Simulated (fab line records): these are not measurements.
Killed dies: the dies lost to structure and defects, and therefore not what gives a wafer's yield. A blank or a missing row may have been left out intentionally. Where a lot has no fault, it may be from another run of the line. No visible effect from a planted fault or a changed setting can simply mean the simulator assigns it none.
Matching of chambers / flow n5Finfet / 3 sister chambers for N5_BEOL_M7_CURE_75 on uvCure-01
The step cures SiCOH lowk, time 120 s. 14 wafers are shown with their chamber, then 7 later ones without.

== WAFERS, EACH WITH ITS CHAMBER ==
wafer=L074.4; chamber=1; wafer_temp_C_max=371.5; lampPowerPct (%)=52.34
wafer=L074.5; chamber=1; wafer_temp_C_max=371.6; lampPowerPct (%)=52.26
wafer=L074.6; chamber=1; wafer_temp_C_max=371.1; lampPowerPct (%)=52.25
wafer=L075.2; chamber=1; wafer_temp_C_max=371.2; lampPowerPct (%)=52.32
wafer=L075.4; chamber=1; wafer_temp_C_max=371.8; lampPowerPct (%)=52.31
wafer=L075.6; chamber=1; wafer_temp_C_max=371.9; lampPowerPct (%)=52.26
wafer=L076.2; chamber=0; wafer_temp_C_max=371.2; lampPowerPct (%)=52.30
wafer=L076.3; chamber=0; wafer_temp_C_max=371.3; lampPowerPct (%)=52.21
wafer=L076.5; chamber=0; wafer_temp_C_max=371.5; lampPowerPct (%)=52.34
wafer=L081.2; chamber=0; wafer_temp_C_max=371.6; lampPowerPct (%)=52.26
wafer=L081.4; chamber=0; wafer_temp_C_max=371.5; lampPowerPct (%)=52.33
wafer=L081.5; chamber=0; wafer_temp_C_max=371.8; lampPowerPct (%)=52.34
wafer=L082.1; chamber=2; wafer_temp_C_max=372.1; lampPowerPct (%)=52.33
wafer=L082.3; chamber=2; wafer_temp_C_max=371.8; lampPowerPct (%)=52.32

SIGNATURES (means of the wafers above)
reading=wafer_temp_C_max; chamber 0=371.483; chamber 1=371.517; chamber 2=371.950; scatter within a chamber=0.267
reading=lampPowerPct; chamber 0=52.2967; chamber 1=52.2900; chamber 2=52.3250; scatter within a chamber=0.0437
Rule: for a wafer and a chamber, the distance is found by dividing, reading by reading, the gap between the wafer's reading and the chamber's mean by the reading's scatter, squaring, summing and taking the root. The wafer belongs to the nearest chamber; if the next one is less than 2 further off, it can't be placed. The scatter is the square root of a quotient: the sum, over the shown wafers, of each reading's squared deviation from its chamber's mean, divided by wafers minus chambers.

== WAFERS WITHOUT THEIR CHAMBER ==
wafer=L082.5; wafer_temp_C_max=371.6; lampPowerPct (%)=52.32
wafer=L090.3; wafer_temp_C_max=370.9; lampPowerPct (%)=52.30
wafer=L090.4; wafer_temp_C_max=370.8; lampPowerPct (%)=52.28
wafer=L090.5; wafer_temp_C_max=370.9; lampPowerPct (%)=52.38
wafer=L094.1; wafer_temp_C_max=371.4; lampPowerPct (%)=52.40
wafer=L094.5; wafer_temp_C_max=371.7; lampPowerPct (%)=52.36
wafer=L094.6; wafer_temp_C_max=371.3; lampPowerPct (%)=52.37

== CHAMBER TAKEN BY EACH ==
wafer=L082.5; from the rows above=can't be placed: 0 or 1 or 2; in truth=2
wafer=L090.3; from the rows above=can't be placed: 0 or 1 or 2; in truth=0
wafer=L090.4; from the rows above=can't be placed: 0 or 1 or 2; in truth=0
wafer=L090.5; from the rows above=can't be placed: 0 or 1 or 2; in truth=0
wafer=L094.1; from the rows above=can't be placed: 0 or 1 or 2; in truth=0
wafer=L094.5; from the rows above=can't be placed: 2 or 0 or 1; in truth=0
wafer=L094.6; from the rows above=can't be placed: 0 or 1 or 2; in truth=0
Placed correctly: 0 of 7. From these rows, 7 cannot be placed; in 7 the true chamber is one of the candidates. Number placed wrongly: 0.
